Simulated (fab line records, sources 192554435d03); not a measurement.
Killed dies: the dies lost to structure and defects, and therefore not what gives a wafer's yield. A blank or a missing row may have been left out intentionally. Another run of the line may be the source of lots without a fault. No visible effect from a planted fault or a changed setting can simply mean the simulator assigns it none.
Struck lot and sound lot, side by side    flow n5_finfet    29 out of 1938 route steps
Sound: these wafers, L873.2, L873.5, L873.6. Struck: wafer L877.6 (left out: L877.2, L877.3 of the same lot, which were not struck); the cause appears at the end.
Each step with rows lists, per side, the tool, then ch with its chambers, then its first start. Under that, the readings that differ: sound wafers    struck wafers    difference of the means    sigmas: that difference in standard deviations of wafers without a fault.
alike: readings with means less than 2 such deviations apart, plus words and numbers identical on both sides. not compared: withheld readings, readings lacking a value on some wafer, bounds such as >300 that could conceal the same value, and numbers that have no deviation in the record and whose values overlap.
The two part at a step that has a row with sigmas, a row that says differs or no value, or rows on one side only. When numbers do not overlap yet have no deviation, they are printed without sigmas and do not part them. Lack of a reading on every wafer of one side parts them only where that side has two or more wafers.

first, 8 steps without rows for these wafers: N5_MOL_CONTACT_COAG_ANNEAL_112 (time 1800 s); N5_BEOL_M0_SAQP_PECVD_00 (deposits SiCN from 3MS/NH3, target thk 8 nm, time 14 s); N5_BEOL_M0_SAQP_ILD_DEP_01 (deposits SiOC from DEMS/O2, target thk 45.419 nm, time 8.7 s); N5_BEOL_M0_SAQP_HM_DEP_02 (deposits TiN, target thk 12 nm); N5_BEOL_M0_SAQP_PECVD_03 (deposits SiCN from 3MS/NH3, target thk 12 nm, time 21.1 s); N5_BEOL_M0_SAQP_PECVD_96 (deposits a-Si from SiH4/He, target thk 45 nm, time 45.2 s); N5_BEOL_M0_SAQP_PECVD_97 (deposits SiNx from SiH4/NH3/N2, target thk 23 nm, time 19.9 s); N5_BEOL_M0_SAQP_PECVD_04 (deposits a-Si from SiH4/He, target thk 60 nm, time 60.2 s).
N5_BEOL_M0_SAQP_HM_DEP_111: deposits SiO2 from SiH4/N2O, target thk 12 nm, time 7.2 s.
  sound on pecvd-03 ch 0,1, day 9 02:25; struck on pecvd-03 ch 0, day 10 05:14
reading                                            sound         struck  difference  sigmas
model.SiO2_of_BEOL_M0_SAQP_HM_DEP_111.thk_nm (nm)  12 12.4 12.4  19      +7          
  alike: heater_power_w, showerhead_plenum_p_Torr
then, 12 steps without rows for these wafers: N5_BEOL_M0_SAQP_COAT_81 (time 60 s, resist thk 100 nm); N5_BEOL_M0_SAQP_COAT_82 (time 60 s, resist thk 30 nm); N5_BEOL_M0_SAQP_COAT_08 (resist thk 90 nm); N5_BEOL_M0_SAQP_EBR_10; N5_BEOL_M0_SAQP_SOFTBAKE_09 (time 60 s); N5_BEOL_M0_SAQP_EXPOSE_11 (exposes mask M0 CORE, target cd 42 nm); N5_BEOL_M0_SAQP_PEB_12 (peb time 60 s); N5_BEOL_M0_SAQP_DEVELOP_13 (develop time 30 s); N5_BEOL_M0_SAQP_DESCUM_19 (chemistry O2, time 7.9 s); N5_BEOL_M0_SAQP_ETCH_83 (etches SiARC in CF4, target depth 39 nm, time 65 s); N5_BEOL_M0_SAQP_ETCH_84 (etches SOC in N2/H2, target depth 100 nm, overetch 20 nm, time 150 s); N5_BEOL_M0_SAQP_STRIP_80 (strips in N2/H2).
N5_BEOL_M0_SAQP_HM_OPEN_112: chemistry CHF3/O2, target SiO2, stops on a-Si, target depth 12 nm, time 13.5 s.
  sound on rie_diel-06 ch 1,2, day 9 03:08; struck on rie_diel-01 ch 2, day 10 06:10
reading                   sound              struck  difference  sigmas
oes_product_au (a.u.)     0.46 0.49 0.48     0.62    +0.14       +3
model.etch.depth_nm (nm)  11.97 12.46 12.47  19.01   +6.71       
  alike: CHF3_flow_sccm, drypump_motor_current_A, oes_o_777_au, rf_vpp_V, showerhead_plenum_p_Torr, throttle_valve_pct
  not compared: rf_hours_counter_h
then, 3 steps without rows for these wafers: N5_BEOL_M0_SAQP_STRIP_113 (strips in CHF3/O2); N5_BEOL_M0_SAQP_MANDREL_ETCH_20 (etches a-Si in HBr/Cl2, stops on SiNx, target depth 60 nm, bt time 10 s, time 30 s); N5_BEOL_M0_SAQP_STRIP_86 (strips in N2/H2).
N5_BEOL_M0_SAQP_STRIP_115: strips in post etch residue remover, time 60 s.
  sound on wet_bench-02 ch 3,5,6, day 9 03:23; struck on wet_bench-06 ch 3, day 10 06:32
reading                                            sound           struck  difference  sigmas
model.SiO2_of_BEOL_M0_SAQP_HM_DEP_111.thk_nm (nm)  11.8 12.4 12.4  19      +7          
then, 1 step without rows for these wafers: N5_BEOL_M0_SAQP_SRD_93 (time 30 s).
-- a jump in the record: the struck wafers' starts before and after are 3 days apart (it breaks off in module BEOL_M0_SAQP and resumes in module BEOL_M4, where the first step shown is number 1111 of the route) --
N5_BEOL_M4_RC_MEAS_101:
  sound on prober-01 ch 0, day 11 20:02; struck on prober-02 ch 0, day 13 08:25
  alike: DIBL_N, DIBL_P, IOFF_N, IOFF_P, ION_N, ION_P, SS_N, SS_P, VT_N, VT_P
N5_PASSIVATION_PROBE_49:
  the record has rows for the sound wafers here (prober-02, day 15 21:33) and none for the struck ones

## WHERE THEY PART
First at N5_BEOL_M0_SAQP_HM_OPEN_112; last, within this record, at N5_PASSIVATION_PROBE_49.

WHY: whatever the simulator had introduced
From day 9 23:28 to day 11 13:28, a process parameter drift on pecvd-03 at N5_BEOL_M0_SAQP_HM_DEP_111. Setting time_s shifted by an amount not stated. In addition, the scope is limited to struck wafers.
